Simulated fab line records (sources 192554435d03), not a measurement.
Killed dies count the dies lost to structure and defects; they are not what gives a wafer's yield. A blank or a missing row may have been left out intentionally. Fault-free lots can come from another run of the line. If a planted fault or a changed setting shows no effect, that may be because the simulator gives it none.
Chamber matching	flow n5Finfet	3 sister chambers for N5_BEOL_M9_ILD_DEP_00 on pecvd-02
The step deposits SiCOH lowk from DEMS/porogen, target thk 308.51 nm, time 58 s. 6 wafers are shown with their chamber, then 7 later ones without.

WAFERS WITH THEIR CHAMBER
wafer	chamber	throttleValvePct (%)	heaterPowerW (W)
L083.6	0	14.8	293
L084.5	2	14.0	384
L090.5	0	15.1	362
L090.6	1	13.8	215
L092.1	2	13.8	332
L092.2	1	14.1	189

WAFERS WITHOUT THEIR CHAMBER
wafer	throttleValvePct (%)	heaterPowerW (W)
L092.4	14.8	375
L094.1	14.0	340
L094.3	13.8	193
L094.4	13.8	355
L091.1	13.7	196
L091.2	15.0	370
L091.4	14.0	386

CHAMBER TAKEN BY EACH
wafer	from the rows above	in truth
L092.4	0	0
L094.1	2	2
L094.3	1	1
L094.4	2	2
L091.1	1	1
L091.2	0	0
L091.4	2	2
Correctly placed: 7 of 7. Can't be placed from these rows: 0. 0 placed wrongly.
How it was worked out, from the rows above alone: a wafer's distance from a chamber is the root of the sum, over the readings, of the square of ((its reading less the chamber's mean) divided by the reading's scatter). If the next closest chamber is less than 2 further off than the closest, the wafer can't be placed; otherwise it belongs to the closest. A chamber's mean is the mean of its shown wafers. How the scatter is found: for the shown wafers, subtract from each reading the mean of its chamber, square and add these, divide the total by (wafers less chambers), then take the root.
